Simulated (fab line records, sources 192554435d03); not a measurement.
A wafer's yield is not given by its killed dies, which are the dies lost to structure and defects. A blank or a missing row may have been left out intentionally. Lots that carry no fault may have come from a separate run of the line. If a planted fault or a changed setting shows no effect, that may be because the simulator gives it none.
Lot-split experiment | flow n5Finfet | 39 wafers read across 7 lots, on a route 1938 steps long

== ON THE SPLIT ==
At N5_DUMMY_GATE_ETCH_32 (etches SiO2 in CF4, target depth 3.5 nm, time 3.9 s), the setting timeS was moved away from the recipe's 3.9 s on 12 of the 39 wafers read, by -21.1% to +23.0%. The other wafers ran this setting at the recipe's value.

The reading comes from the split's own step.

== THE READING ==
etch.depthNm (the simulator's own value, which no gauge read), in nm, at N5_DUMMY_GATE_ETCH_32 (etches SiO2 in CF4, target depth 3.5 nm, time 3.9 s). The file gives no usual value for it. Across the 27 wafers here that went through the recipe, the average is 3.476 nm and the standard deviation 0.041 nm.

wafer  | tool, chamber at the split | timeS as run, s | against the recipe | etch.depthNm, nm | against lot-mates on the recipe
L076.1 | rieSi-04, 2                | 4.481           | +14.9%             | 4.003            | +0.510
L076.2 | rieSi-04, 1                | 3.9             | recipe             | 3.503            | -
L076.3 | rieSi-04, 0                | 4.481           | +14.9%             | 4.013            | +0.520
L076.4 | rieSi-04, 3                | 3.9             | recipe             | 3.49             | -
L076.5 | rieSi-04, 3                | 4.481           | +14.9%             | 3.984            | +0.491
L076.6 | rieSi-04, 0                | 3.9             | recipe             | 3.485            | -
L082.3 | rieSi-03, 1                | 3.9             | recipe             | 3.469            | -
L082.5 | rieSi-03, 0                | 3.9             | recipe             | 3.404            | -
L082.6 | rieSi-03, 3                | 3.9             | recipe             | 3.487            | -
L083.1 | rieSi-06, 3                | 3.9             | recipe             | 3.475            | -
L083.2 | rieSi-06, 1                | 3.9             | recipe             | 3.421            | -
L083.3 | rieSi-06, 2                | 3.9             | recipe             | 3.545            | -
L083.4 | rieSi-06, 0                | 3.9             | recipe             | 3.483            | -
L083.5 | rieSi-06, 3                | 3.9             | recipe             | 3.471            | -
L083.6 | rieSi-06, 2                | 3.9             | recipe             | 3.54             | -
L085.1 | rieSi-03, 3                | 4.797           | +23.0%             | 4.322            | +0.874
L085.2 | rieSi-03, 0                | 3.9             | recipe             | 3.397            | -
L085.3 | rieSi-03, 2                | 3.9             | recipe             | 3.48             | -
L085.4 | rieSi-03, 1                | 4.797           | +23.0%             | 4.283            | +0.835
L085.5 | rieSi-03, 2                | 3.9             | recipe             | 3.466            | -
L085.6 | rieSi-03, 1                | 4.797           | +23.0%             | 4.266            | +0.818
L087.1 | rieSi-03, 3                | 3.186           | -18.3%             | 2.858            | -0.595
L087.2 | rieSi-03, 2                | 3.186           | -18.3%             | 2.817            | -0.636
L087.3 | rieSi-03, 1                | 3.9             | recipe             | 3.461            | -
L087.4 | rieSi-03, 0                | 3.186           | -18.3%             | 2.771            | -0.682
L087.5 | rieSi-03, 2                | 3.9             | recipe             | 3.432            | -
L087.6 | rieSi-03, 1                | 3.9             | recipe             | 3.467            | -
L089.1 | rieSi-03, 3                | 3.9             | recipe             | 3.53             | -
L089.2 | rieSi-03, 0                | 3.9             | recipe             | 3.421            | -
L089.3 | rieSi-03, 1                | 3.9             | recipe             | 3.505            | -
L089.4 | rieSi-03, 2                | 3.9             | recipe             | 3.47             | -
L089.5 | rieSi-03, 0                | 3.9             | recipe             | 3.416            | -
L089.6 | rieSi-03, 1                | 3.9             | recipe             | 3.498            | -
L096.1 | rieSi-06, 1                | 3.079           | -21.1%             | 2.735            | -0.774
L096.2 | rieSi-06, 0                | 3.079           | -21.1%             | 2.781            | -0.728
L096.3 | rieSi-06, 2                | 3.079           | -21.1%             | 2.837            | -0.672
L096.4 | rieSi-06, 3                | 3.9             | recipe             | 3.486            | -
L096.5 | rieSi-06, 3                | 3.9             | recipe             | 3.475            | -
L096.6 | rieSi-06, 2                | 3.9             | recipe             | 3.566            | -

THE FIT
A straight line over all 39 wafers: etch.depthNm changes by +0.0348 nm for each +1% of timeS; r = +0.99; the points scatter about the line by 0.042 nm.
The same after taking each lot's own level away (the mean of its wafers on the recipe; 39 wafers): +0.0352 nm for each +1%; r = +1.00; scatter 0.037 nm.
That fit puts the effect of the largest move of timeS on the reading at 0.81 nm.
Measured against the standard deviation above, the lots' own levels, which go from 3.4477 to 3.5090 nm, span 1.5 times it.
Consequently the slope shifts little with the lot-to-lot level, the two slopes agreeing.
Check: with one of the wafers moved furthest among these (+23.0%) left out of the fit, the line predicts +0.803 nm for it against its lot-mates. It came out at +0.874 nm against them.

== ADDITIONAL SPLITS CARRIED BY THESE WAFERS ==
Before the reading, these wafers also passed through other splits. Each is held against what the fit with the lots' levels taken away leaves over:
other split on the same wafers | wafers away from the commonest value | r with etch.depthNm (lot level and that fit taken away)
N5_DUMMY_GATE_EXPOSE_12 doseMj | 9                                    | +0.08

== THE FILE'S OWN FIT ==
etch.depthNm changes by +0.0352 nm for each +1% of timeS, r = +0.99.
